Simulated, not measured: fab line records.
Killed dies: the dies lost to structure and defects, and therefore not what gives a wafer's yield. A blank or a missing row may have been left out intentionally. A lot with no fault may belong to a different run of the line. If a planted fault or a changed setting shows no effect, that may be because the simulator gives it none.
fab line records ; flow n5-finfet
record: lots: 6; wafers: 18; last-day: 17
route steps=1938 shown MOL_CONTACT_COAG@583 BEOL_M4@1111 PASSIVATION@1936
lots untouched by any fault: they come from a run of this same line in which no faults occurred
start-h: the number of hours between the record's first day and the start of the first shown wafer of the lot ; wait-h: hours elapsed since this lot's preceding step ; " unchanged from the row above ; L1.1+2: several wafers, shown together as one row ; - either no value or no given start ; * or withheld: withheld ; < > ~ a bound
route shown NAME@n: names a module that has steps shown in the file, with the first one's number in the route ; usual: mean/standard deviation taken from wafers without a fault ; same: alike in all rows ; chamber/n: place in a boat ; sites: the reading at each site ; _std_site: standard deviation across them ; _edge_site: the outer-site mean with the inner-site mean subtracted ; radius-mm: for every site, how far away it sits from the centre of the wafer ; mask NAME#n: copy n ; behind: the last tool/chamber to shape the wafer ; hold: the reason the lot was held/the length of the hold in hours/how it ended ; device: the n, p or np transistor that did not switch ; end of line: the same wafers' tests at the end of the route ; for a step that has no rows: nothing shown but its recipe ; killed: not the wafer's yield, but the dies lost to structure and defects at the first sort ; map: shows each die of a wafer: x if killed, . if not, _ if none is there
set.NAME: the setting as run; set.NAME@STEP: as run at that earlier step ; model.NAME: the simulator's own value behind a step, which no gauge read
certain route steps with their lots: each step a table, each wafer a row
services: when a tool's chamber went out of use (start-h, in hours from the record's first day, below 0 if earlier), for how many hours, and the reason
== steps ==
step: N5_MOL_CONTACT_COAG_STRIP_93
recipe: chemistry: N2/H2; temp-c: 40; n2-flow-sccm: 200; h2-flow-sccm: 200; rf-frequency-hz: 6e+07
step: N5_MOL_CONTACT_COAG_ETCHBACK_135
recipe: chemistry: CHF3; target: SiO2; target-depth-a: 250; time-s: 16.7; ion-energy-ev: 200; pressure-mtorr: 30; source-w: 610; bias-w: 170; Ar_flow_sccm: 200; CHF3_flow_sccm: 50
usual: drypump-motor-current-A: 5.7/0.57; oes-product-au: 0.80/0.083; rf-vpp-V: 523/10; showerhead-plenum-p-Torr: 2.37/0.099; throttle-valve-pct: 18.70/0.21
lot.wafer;tool;chamber;start-h;wait-h;drypump-motor-current-A;oes-product-au;rf-hours-counter-h;rf-vpp-V;showerhead-plenum-p-Torr;throttle-valve-pct
L502.1;rie-diel-05;1;144.23;0.0;5.9;0.85;70;508;2.32;18.83
L502.2;rie-diel-05;2;144.23;0.0;6.0;0.82;88;538;2.40;18.91
L502.6;rie-diel-05;2;144.23;0.0;6.0;0.83;-;539;2.40;18.92
L504.3;rie-diel-04;0;149.76;0.0;6.5;0.82;67;527;2.52;18.57
L504.5;rie-diel-04;0;149.76;0.0;6.5;0.82;-;527;2.52;18.58
L504.6;rie-diel-04;1;149.76;0.0;6.1;0.89;-;531;2.51;18.36
L506.2;rie-diel-04;0;166.60;0.0;6.5;0.81;76;525;2.51;18.60
L506.5;rie-diel-04;1;166.60;0.0;6.1;0.88;-;532;2.50;18.38
L506.6;rie-diel-04;2;166.60;0.0;5.8;0.68;-;537;2.36;18.65
L513.2;rie-diel-05;1;213.91;0.0;5.9;0.82;95;509;2.31;18.92
L513.3;rie-diel-05;2;213.91;0.0;6.0;0.79;114;537;2.39;18.95
L513.6;rie-diel-05;3;213.91;0.0;4.7;0.80;-;511;2.31;18.75
L514.1;rie-diel-05;1;220.71;0.0;5.9;0.81;97;509;2.31;18.88
L514.2;rie-diel-05;2;220.71;0.0;6.0;0.78;116;537;2.39;18.95
L514.6;rie-diel-05;3;220.71;0.0;4.7;0.79;-;510;2.31;18.76
L517.2;rie-diel-04;2;235.04;0.0;5.7;1.01;1;535;2.35;18.28
L517.3;rie-diel-04;0;235.04;0.0;6.5;0.79;104;526;2.50;18.65
L517.6;rie-diel-04;0;235.04;0.0;6.5;0.79;-;526;2.50;18.64
step: N5_MOL_CONTACT_COAG_STRIP_118
recipe: chemistry: CHF3; resist: SiARC; rf-frequency-hz: 6e+07
step: N5_MOL_CONTACT_COAG_VIA_ETCH_46
recipe: chemistry: C4F6/O2; target-depth-a: 460; overetch-a: 92; mask-material: SOC; target: SiO2; bias-w: 455; pressure-mtorr: 10; time-s: 40; source-w: 325; Ar_flow_sccm: 300; C4F6_flow_sccm: 10; O2_flow_sccm: 10; ion-energy-ev: 575.3; ends: end-point
usual: drypump-motor-current-A: 5.7/0.57; oes-product-au: 0.72/0.069; rf-vpp-V: 1583/28; showerhead-plenum-p-Torr: 2.82/0.12; throttle-valve-pct: 40.8/0.42
lot.wafer;tool;chamber;start-h;wait-h;drypump-motor-current-A;oes-product-au;rf-hours-counter-h;rf-vpp-V;showerhead-plenum-p-Torr;throttle-valve-pct
L502.1;rie-diel-05;1;144.26;0.0;5.9;0.75;70;1545;2.77;41.0
L502.2;rie-diel-05;2;144.26;0.0;6.0;0.71;88;1627;2.86;41.0
L502.6;rie-diel-05;2;144.26;0.0;6.0;0.73;-;1627;2.86;41.0
L504.3;rie-diel-04;0;149.79;0.0;6.5;0.74;67;1595;3.01;40.8
L504.5;rie-diel-04;0;149.79;0.0;6.5;0.75;-;1595;3.01;40.8
L504.6;rie-diel-04;1;149.79;0.0;6.1;0.81;-;1602;2.99;40.0
L506.2;rie-diel-04;0;166.63;0.0;6.6;0.73;76;1596;3.00;40.8
L506.5;rie-diel-04;1;166.63;0.0;6.1;0.81;-;1602;2.98;40.0
L506.6;rie-diel-04;2;166.63;0.0;5.7;0.62;-;1625;2.82;40.7
L513.2;rie-diel-05;1;213.95;0.0;5.9;0.73;95;1545;2.75;41.0
L513.3;rie-diel-05;2;213.95;0.0;6.0;0.71;114;1625;2.85;41.0
L513.6;rie-diel-05;3;213.95;0.0;4.7;0.73;-;1549;2.75;40.7
L514.1;rie-diel-05;1;220.75;0.0;5.8;0.71;97;1544;2.75;41.0
L514.2;rie-diel-05;2;220.75;0.0;6.0;0.70;116;1623;2.85;41.0
L514.6;rie-diel-05;3;220.75;0.0;4.7;0.72;-;1551;2.75;40.7
L517.2;rie-diel-04;2;235.07;0.0;5.8;0.87;1;1625;2.81;40.6
L517.3;rie-diel-04;0;235.07;0.0;6.5;0.71;104;1595;2.99;40.8
L517.6;rie-diel-04;0;235.07;0.0;6.4;0.72;-;1595;2.99;40.8
step: N5_MOL_CONTACT_COAG_STRIP_96
recipe: chemistry: N2/H2; power-w: 500; temp-c: 40; pressure-mtorr: 50; rf-frequency-hz: 6e+07; overash-fraction: 0.3; bias-power-w: 28; h2-frac: 0.5; n2-flow-sccm: 300; h2-flow-sccm: 300
usual: drypump-motor-current-A: 5.7/0.57; h2-flow-sccm: 300.1/0.93; oes-product-au: 0.80/0.082; rf-vpp-V: 122.0/1.5; showerhead-plenum-p-Torr: 3.34/0.14; throttle-valve-pct: 18.9/0.38
lot.wafer;tool;chamber;start-h;wait-h;drypump-motor-current-A;h2-flow-sccm;oes-product-au;rf-hours-counter-h;rf-vpp-V;showerhead-plenum-p-Torr;throttle-valve-pct
L502.1;rie-diel-05;1;144.33;0.0;5.9;298.8;0.86;70;122.7;3.25;18.8
L502.2;rie-diel-05;2;144.33;0.0;6.0;300.6;0.79;89;121.2;3.40;19.0
L502.6;rie-diel-05;2;144.33;0.0;6.0;299.1;0.80;-;123.1;3.40;19.0
L504.3;rie-diel-04;0;149.86;0.0;6.4;300.0;0.82;67;120.5;3.54;18.6
L504.5;rie-diel-04;0;149.86;0.0;6.4;300.4;0.81;-;122.2;3.53;18.6
L504.6;rie-diel-04;1;149.86;0.0;6.2;301.1;0.89;-;122.9;3.56;18.4
L506.2;rie-diel-04;0;166.70;0.0;6.5;302.0;0.81;76;123.6;3.53;18.7
L506.5;rie-diel-04;1;166.70;0.0;6.1;300.5;0.87;-;125.3;3.55;18.5
L506.6;rie-diel-04;2;166.70;0.0;5.7;298.2;0.67;-;122.8;3.30;18.4
L513.2;rie-diel-05;1;214.01;0.0;5.9;299.4;0.82;95;122.4;3.24;18.8
L513.3;rie-diel-05;2;214.01;0.0;6.0;301.5;0.78;114;125.4;3.38;19.0
L513.6;rie-diel-05;3;214.01;0.0;4.7;301.0;0.80;-;122.5;3.25;19.4
L514.1;rie-diel-05;1;220.81;0.0;5.8;300.8;0.82;97;123.7;3.24;18.8
L514.2;rie-diel-05;2;220.81;0.0;6.0;300.6;0.77;116;121.5;3.38;19.1
L514.6;rie-diel-05;3;220.81;0.0;4.7;301.6;0.79;-;119.8;3.25;19.4
L517.2;rie-diel-04;2;235.14;0.0;5.8;298.7;1.01;1;122.5;3.29;18.1
L517.3;rie-diel-04;0;235.14;0.0;6.5;298.9;0.77;104;123.8;3.51;18.7
L517.6;rie-diel-04;0;235.14;0.0;6.5;299.7;0.79;-;122.0;3.52;18.7
step: N5_MOL_CONTACT_COAG_ETCH_47
recipe: chemistry: CH3F/O2; target: SiNx; target-depth-a: 270; mask-material: SiO2; stop-on: W; over-etch-frac: 0.2; ion-energy-ev: 120; endpoint: OES-CN; pressure-mtorr: 30; source-w: 395; bias-w: 73; Ar_flow_sccm: 150; CH3F_flow_sccm: 30; O2_flow_sccm: 20; ends: end-point
usual: drypump-motor-current-A: 5.7/0.57; etch-rf-on-time-s: 31.1/0.54; oes-product-au: 0.72/0.074; rf-vpp-V: 297/5.5; showerhead-plenum-p-Torr: 1.99/0.086; throttle-valve-pct: 16.33/0.22
lot.wafer;tool;chamber;start-h;wait-h;drypump-motor-current-A;etch-rf-on-time-s;oes-product-au;rf-hours-counter-h;rf-vpp-V;showerhead-plenum-p-Torr;throttle-valve-pct
L502.1;rie-diel-05;1;144.37;0.0;5.8;30.9;0.76;70;289;1.94;16.42
L502.2;rie-diel-05;2;144.37;0.0;6.0;30.8;0.73;89;305;2.01;16.51
L502.6;rie-diel-05;2;144.37;0.0;6.0;30.8;0.73;-;304;2.01;16.50
L504.3;rie-diel-04;0;149.90;0.0;6.4;30.8;0.74;67;299;2.12;16.21
L504.5;rie-diel-04;0;149.90;0.0;6.4;31.2;0.74;-;300;2.12;16.20
L504.6;rie-diel-04;1;149.90;0.0;6.1;30.4;0.81;-;301;2.11;15.98
L506.2;rie-diel-04;0;166.74;0.0;6.5;31.2;0.73;76;299;2.12;16.23
L506.5;rie-diel-04;1;166.74;0.0;6.1;30.9;0.79;-;300;2.11;15.97
L506.6;rie-diel-04;2;166.74;0.0;5.7;31.4;0.60;-;305;1.98;16.31
L513.2;rie-diel-05;1;214.05;0.0;5.8;30.9;0.73;95;289;1.93;16.48
L513.3;rie-diel-05;2;214.05;0.0;6.0;30.8;0.71;114;306;2.01;16.56
L513.6;rie-diel-05;3;214.05;0.0;4.7;31.5;0.72;-;291;1.94;16.37
L514.1;rie-diel-05;1;220.85;0.0;5.9;31.2;0.72;97;289;1.93;16.48
L514.2;rie-diel-05;2;220.85;0.0;6.0;31.1;0.69;116;305;2.00;16.57
L514.6;rie-diel-05;3;220.85;0.0;4.7;31.8;0.71;-;291;1.94;16.38
L517.2;rie-diel-04;2;235.18;0.0;5.7;30.4;0.90;1;305;1.98;15.88
L517.3;rie-diel-04;0;235.18;0.0;6.5;31.2;0.71;104;298;2.11;16.28
L517.6;rie-diel-04;0;235.18;0.0;6.5;31.0;0.71;-;300;2.11;16.28
step: N5_MOL_CONTACT_COAG_STRIP_119
recipe: chemistry: N2/H2; time-s: 30; power-w: 1000; temp-c: 250; pressure-mtorr: withheld; n2-flow-sccm: 1750; h2-flow-sccm: 3250
usual: drypump-motor-current-A: 5.8/0.57; h2-flow-sccm: 3250/10; heater-power-w: 348/22
lot.wafer;tool;chamber;start-h;wait-h;drypump-motor-current-A;h2-flow-sccm;heater-power-w;rf-hours-counter-h
L502.1;plasma-asher-02;1;144.45;0.1;5.2;3236;339;104
L502.2;plasma-asher-02;0;144.45;0.1;6.5;3260;317;104
L502.6;plasma-asher-02;1;144.45;0.1;5.2;3233;340;-
L504.3;plasma-asher-01;0;150.00;0.1;6.1;3263;377;-
L504.5;plasma-asher-01;0;150.00;0.1;6.1;3246;368;-
L504.6;plasma-asher-01;1;150.00;0.1;5.3;3256;375;-
L506.2;plasma-asher-02;0;166.82;0.1;6.6;3257;319;109
L506.5;plasma-asher-02;0;166.82;0.1;6.5;3257;319;-
L506.6;plasma-asher-02;1;166.82;0.1;5.2;3261;337;-
L513.2;plasma-asher-01;0;214.14;0.1;6.2;3248;371;66
L513.3;plasma-asher-01;1;214.14;0.1;5.4;3247;364;-
L513.6;plasma-asher-01;0;214.14;0.1;6.1;3247;367;-
L514.1;plasma-asher-01;0;220.93;0.1;6.1;3273;370;67
L514.2;plasma-asher-01;1;220.93;0.1;5.3;3241;372;67
L514.6;plasma-asher-01;1;220.93;0.1;5.3;3245;377;-
L517.2;plasma-asher-02;1;235.26;0.1;5.2;3237;340;121
L517.3;plasma-asher-02;0;235.26;0.1;6.5;3261;313;-
L517.6;plasma-asher-02;0;235.26;0.1;6.5;3257;316;-
step: N5_MOL_CONTACT_COAG_PRECLEAN_144
recipe: chemistry: alkaline-clean; temp-c: 60; time-s: 60; do-ppb: 50
step: N5_MOL_CONTACT_COAG_SRD_145
recipe: dry: ipa-marangoni; time-s: 30; temp-c: 23; rinse-liquid: diw
step: N5_MOL_CONTACT_COAG_CD_MEAS_137
recipe: target-cd-nm: 16
usual: cd-nm: 15.8/0.32
lot.wafer;tool;chamber;start-h;wait-h;cd-nm
L502.1;cd-sem-02;-;144.60;0.0;16.3
L502.2;cd-sem-02;-;144.60;0.0;15.7
L502.6;cd-sem-02;-;144.60;0.0;16.1
L504.3;cd-sem-02;-;150.13;0.0;15.7
L504.5;cd-sem-02;-;150.13;0.0;15.6
L504.6;cd-sem-02;-;150.13;0.0;15.7
L506.2;cd-sem-03;-;166.98;0.0;15.8
L506.5;cd-sem-03;-;166.98;0.0;16.1
L506.6;cd-sem-03;-;166.98;0.0;15.3
L513.2;cd-sem-02;-;214.28;0.0;16.1
L513.3;cd-sem-02;-;214.28;0.0;16.0
L513.6;cd-sem-02;-;214.28;0.0;16.2
L514.1;cd-sem-02;-;221.08;0.0;15.9
L514.2;cd-sem-02;-;221.08;0.0;15.9
L514.6;cd-sem-02;-;221.08;0.0;15.9
L517.2;cd-sem-03;-;235.41;0.0;16.1
L517.3;cd-sem-03;-;235.41;0.0;15.4
L517.6;cd-sem-03;-;235.41;0.0;15.7
step: N5_MOL_CONTACT_COAG_COAT_62
recipe: resist: SOC; temp-c: 250; time-s: 60; spin-rpm: 1500; resist-thk-nm: 60
step: N5_MOL_CONTACT_COAG_COAT_63
recipe: resist: SiARC; temp-c: 220; time-s: 60; spin-rpm: 1500; resist-thk-nm: 10
step: N5_MOL_CONTACT_COAG_COAT_64
recipe: resist: underlayer; temp-c: 205; time-s: 60; spin-rpm: 1500; resist-thk-nm: 10
usual: dispense-pressure-kPa: 45/3.6; heater-power-total-W: 391.7/1.4; plate-temp-C: 204.98/0.14
lot.wafer;tool;chamber;start-h;wait-h;dispense-pressure-kPa;heater-power-total-W;plate-temp-C
L502.1;litho-track-05;0;144.64;-;46;393.6;204.90
L502.2;litho-track-05;0;144.64;-;46;389.8;205.15
L502.6;litho-track-05;0;144.64;-;46;390.3;205.13
L504.3;litho-track-01;0;150.17;-;40;399.1;208.56
L504.5;litho-track-01;0;150.17;-;40;398.0;208.42
L504.6;litho-track-01;0;150.17;-;40;397.6;208.59
L506.2;litho-track-01;0;167.02;-;40;399.8;208.20
L506.5;litho-track-01;0;167.02;-;40;398.2;208.37
L506.6;litho-track-01;0;167.02;-;40;400.6;208.36
L513.2;litho-track-05;0;214.32;-;46;393.3;204.94
L513.3;litho-track-05;0;214.32;-;46;393.0;205.08
L513.6;litho-track-05;0;214.32;-;46;389.5;204.93
L514.1;litho-track-05;0;221.12;-;46;390.7;205.01
L514.2;litho-track-05;0;221.12;-;46;393.9;204.94
L514.6;litho-track-05;0;221.12;-;46;393.6;205.06
L517.2;litho-track-01;0;235.45;-;40;392.8;205.07
L517.3;litho-track-01;0;235.45;-;40;390.9;205.00
L517.6;litho-track-01;0;235.45;-;40;390.9;204.86
step: N5_MOL_CONTACT_COAG_COAT_34
recipe: resist: CAR-EUV; spin-rpm: 1500; resist-thk-nm: 40
step: N5_BEOL_M4_RC_MEAS_101
usual: DIBL_N: 35.3/1.5; DIBL_P: 35.3/1.9; IOFF_N: 0.145/0.027; IOFF_P: 0.20/0.033; ION_N: 670/12; ION_P: 462/6.8; SS_N: 71.3/0.6; SS_P: 73.1/0.7; VT_N: 251/3.4; VT_P: -251/3.2
lot.wafer;tool;chamber;start-h;wait-h;DIBL_N[mV/V];DIBL_P[mV/V];IOFF_N[nA/um];IOFF_P[nA/um];ION_N[uA/um];ION_P[uA/um];SS_N[mV/dec];SS_P[mV/dec];VT_N[mV];VT_P[mV]
L502.1;prober-01;0;222.46;0.0;35.1;34.5;0.142;0.20;681;468;71.4;72.4;251;-250
L502.2;prober-01;0;222.46;0.0;34.1;32.9;0.127;0.17;672;463;71.1;72.5;249;-248
L502.6;prober-01;0;222.46;0.0;32.3;31.5;0.108;0.16;673;460;70.6;72.2;251;-251
L504.3;prober-01;0;240.75;0.3;35.7;36.0;0.161;0.23;686;473;72.8;73.6;251;-247
L504.5;prober-01;0;240.75;0.3;33.6;33.5;0.127;0.19;669;464;71.7;71.9;253;-250
L504.6;prober-01;0;240.75;0.3;36.8;36.4;0.163;0.23;661;463;72.3;73.4;251;-249
L506.2;prober-01;0;251.12;0.2;36.1;37.0;0.162;0.22;672;467;71.6;73.0;250;-247
L506.5;prober-01;0;251.12;0.2;37.5;38.3;0.186;0.24;677;467;71.4;74.6;247;-248
L506.6;prober-01;0;251.12;0.2;36.3;36.7;0.143;0.21;654;454;71.4;73.1;252;-249
L513.2;prober-02;0;296.41;0.2;34.7;35.5;0.141;0.20;684;465;71.5;73.5;253;-250
L513.3;prober-02;0;296.41;0.2;36.9;38.2;0.172;0.25;688;473;71.8;74.2;250;-248
L513.6;prober-02;0;296.41;0.2;34.4;35.3;0.136;0.20;674;465;71.1;74.1;249;-253
L514.1;prober-01;0;302.18;0.0;34.1;35.4;0.140;0.17;679;460;71.2;72.2;250;-255
L514.2;prober-01;0;302.18;0.0;33.9;34.3;0.126;0.16;658;452;70.9;72.6;254;-256
L514.6;prober-01;0;302.18;0.0;32.7;33.8;0.119;0.15;669;455;69.8;72.1;253;-260
L517.2;prober-02;0;307.40;0.2;37.0;36.3;0.146;0.22;663;460;71.1;73.0;252;-250
L517.3;prober-02;0;307.40;0.2;37.2;35.3;0.148;0.19;651;447;72.2;73.0;252;-253
L517.6;prober-02;0;307.40;0.2;35.5;34.1;0.121;0.17;664;454;70.7;72.6;254;-250
step: N5_PASSIVATION_PROBE_49
usual: defect-limited-yield: 91.2/1.5; killed_at_M0_to_M3: 34/11; killed_at_M4_up: 14/5.4; killed-at-contacts: 12/5.9; killed-at-front-end: 40/12; killed-at-other: 4/3.3; killed-dies: 103/18; killed-open: 68/13; killed-short: 34/7.5; sort_bin_5_function: 5.1/1; sort_bin_6_memory: 3.3/0.7; sort-n-pass: 1076/18; sort-yield-pct: 91.2/1.5
same: gross-dies: 1180; killed-at-back-side: 0; sort_bin_4_leakage[%]: 0; sort_bin_8_speed[%]: 0
lot.wafer;tool;chamber;start-h;wait-h;defect-limited-yield[%];killed_at_M0_to_M3;killed_at_M4_up;killed-at-contacts;killed-at-front-end;killed-at-other;killed-dies;killed-open;killed-short;sort_bin_5_function[%];sort_bin_6_memory[%];sort-n-pass;sort-yield-pct[%]
L502.1;prober-02;-;328.27;0.0;89.9;38;15;24;34;8;119;83;35;6.4;3.2;1061;89.9
L502.2;prober-02;-;328.32;0.1;92.5;22;10;17;36;4;89;58;30;4.2;3.1;1091;92.5
L502.6;prober-02;-;328.52;0.3;92.3;28;16;22;22;3;91;58;33;4.3;3.1;1089;92.3
L506.2;prober-01;-;356.44;0.1;91.2;45;21;5;26;7;104;57;45;5.2;2.8;1076;91.2
L506.5;prober-01;-;356.59;0.2;93.9;26;12;4;28;2;72;34;38;3.2;2.6;1108;93.9
L506.6;prober-01;-;356.64;0.3;89.3;48;20;21;29;8;126;86;38;6.9;3.4;1054;89.3
L517.2;prober-01;-;414.49;0.1;88.4;55;9;8;57;8;137;84;52;6.0;5.3;1043;88.4
L517.3;prober-01;-;414.54;0.1;90.7;40;11;6;45;8;110;69;41;6.1;2.7;1070;90.7
L517.6;prober-01;-;414.69;0.3;89.5;45;15;14;47;3;124;89;34;6.2;3.8;1056;89.5
killed by level:class
L502.1 MOL_CONTACT_COAG:geometric-particle:open=22 BEOL_M0_SAQP:geometric-particle:open=7 BEOL_M0_SAQP:geometric-particle:short=7 STI_FIN_REVEAL:geometric-particle:open=6 DUMMY_GATE:geometric-particle:open=6 FIN_SAQP:geometric-particle:open=5 BEOL_M1:geometric-particle:open=5 BEOL_M3:geometric-particle:open=5
L502.2 MOL_CONTACT_COAG:geometric-particle:open=13 FIN_SAQP:geometric-particle:open=11 BEOL_M0_SAQP:geometric-particle:short=6 FIN_SAQP:geometric-particle:short=5 STI_FIN_REVEAL:geometric-particle:open=5 BEOL_M4:geometric-particle:open=5 MOL_CONTACT_COAG:geometric-particle:short=4 DUMMY_GATE:geometric-particle:short=3
L502.6 MOL_CONTACT_COAG:geometric-particle:open=13 MOL_CONTACT_COAG:geometric-particle:short=9 BEOL_M3:geometric-particle:open=9 BEOL_M1:geometric-particle:short=7 DUMMY_GATE:geometric-particle:open=6 BEOL_M4:geometric-particle:open=5 BEOL_M0_SAQP:geometric-particle:open=4 BEOL_M2:geometric-particle:open=4
L506.2 BEOL_M0_SAQP:geometric-particle:short=15 BEOL_M4:geometric-particle:open=11 BEOL_M0_SAQP:geometric-particle:open=9 FIN_SAQP:geometric-particle:short=7 BEOL_M2:geometric-particle:open=6 FIN_SAQP:geometric-particle:open=5 BEOL_M1:geometric-particle:open=5 BEOL_M3:geometric-particle:open=5
L506.5 FIN_SAQP:geometric-particle:short=9 BEOL_M0_SAQP:geometric-particle:short=9 FIN_SAQP:geometric-particle:open=6 BEOL_M0_SAQP:geometric-particle:open=5 BEOL_M1:geometric-particle:open=4 BEOL_M4:geometric-particle:open=4 GATE_CUT:geometric-particle:short=3 BEOL_M3:geometric-particle:short=3
L506.6 MOL_CONTACT_COAG:geometric-particle:open=17 BEOL_M0_SAQP:geometric-particle:open=15 BEOL_M0_SAQP:geometric-particle:short=11 BEOL_M4:geometric-particle:open=10 FIN_SAQP:geometric-particle:short=7 FIN_SAQP:geometric-particle:open=7 BEOL_M3:geometric-particle:open=7 BEOL_M1:geometric-particle:open=6
L517.2 FIN_SAQP:geometric-particle:open=21 FIN_SAQP:geometric-particle:short=15 BEOL_M0_SAQP:geometric-particle:open=10 BEOL_M0_SAQP:geometric-particle:short=9 BEOL_M1:geometric-particle:open=8 BEOL_M3:geometric-particle:short=8 BEOL_M2:geometric-particle:open=6 BEOL_M3:geometric-particle:open=6
L517.3 FIN_SAQP:geometric-particle:open=15 BEOL_M0_SAQP:geometric-particle:open=12 FIN_SAQP:geometric-particle:short=10 BEOL_M0_SAQP:geometric-particle:short=9 STI_FIN_REVEAL:geometric-particle:open=7 BEOL_M4:geometric-particle:open=7 BEOL_M3:geometric-particle:open=6 STI_FIN_REVEAL:geometric-particle:short=5
L517.6 FIN_SAQP:geometric-particle:open=15 MOL_CONTACT_COAG:geometric-particle:open=13 BEOL_M1:geometric-particle:open=10 FIN_SAQP:geometric-particle:short=9 BEOL_M2:geometric-particle:open=8 BEOL_M0_SAQP:geometric-particle:short=7 BEOL_M4:geometric-particle:open=6 STI_FIN_REVEAL:geometric-particle:open=5
== services ==
tool;chamber;start-h;hours;kind
rie-diel-04;3;144.22;-;clean
rie-diel-04;3;144.22;-;consumable-replace:focus-ring
rie-diel-04;3;144.22;-;consumable-replace:showerhead
rie-diel-04;3;144.22;22.3;scheduled-down
rie-diel-04;3;144.22;22.3;vent-cycle
rie-diel-05;0;167.54;4.6;repair
rie-diel-05;-;196.32;1.0;repair
rie-diel-04;-;199.04;0.5;repair
litho-track-01;-;200.25;-;consumable-replace:filter
rie-diel-04;2;202.38;-;clean
rie-diel-04;2;202.38;-;consumable-replace:focus-ring
rie-diel-04;2;202.38;27.5;scheduled-down
rie-diel-04;2;202.38;27.5;vent-cycle
plasma-asher-02;-;208.16;1.9;repair
== key ==
first-sign: step: N5_MOL_CONTACT_COAG_COAT_64; reading: plate-temp-C; direction: up; sigmas: 25; usual: *; struck: *
effect: step: N5_MOL_CONTACT_COAG_COAT_64; reading: heater-power-total-W; direction: up; sigmas: 5.2; usual: *; struck: *
met-at N5_MOL_CONTACT_COAG_COAT_64
struck-wafers L504.3,L504.5,L504.6,L506.2,L506.5,L506.6
fault: kind: process-parameter-drift; tool: litho-track-01; chamber: -; onset-h: 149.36; steps: N5_MOL_CONTACT_COAG_COAT_64; channel: temp-c; offset: *; shape: step; end-h: 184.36; acts-in: *; stated: *
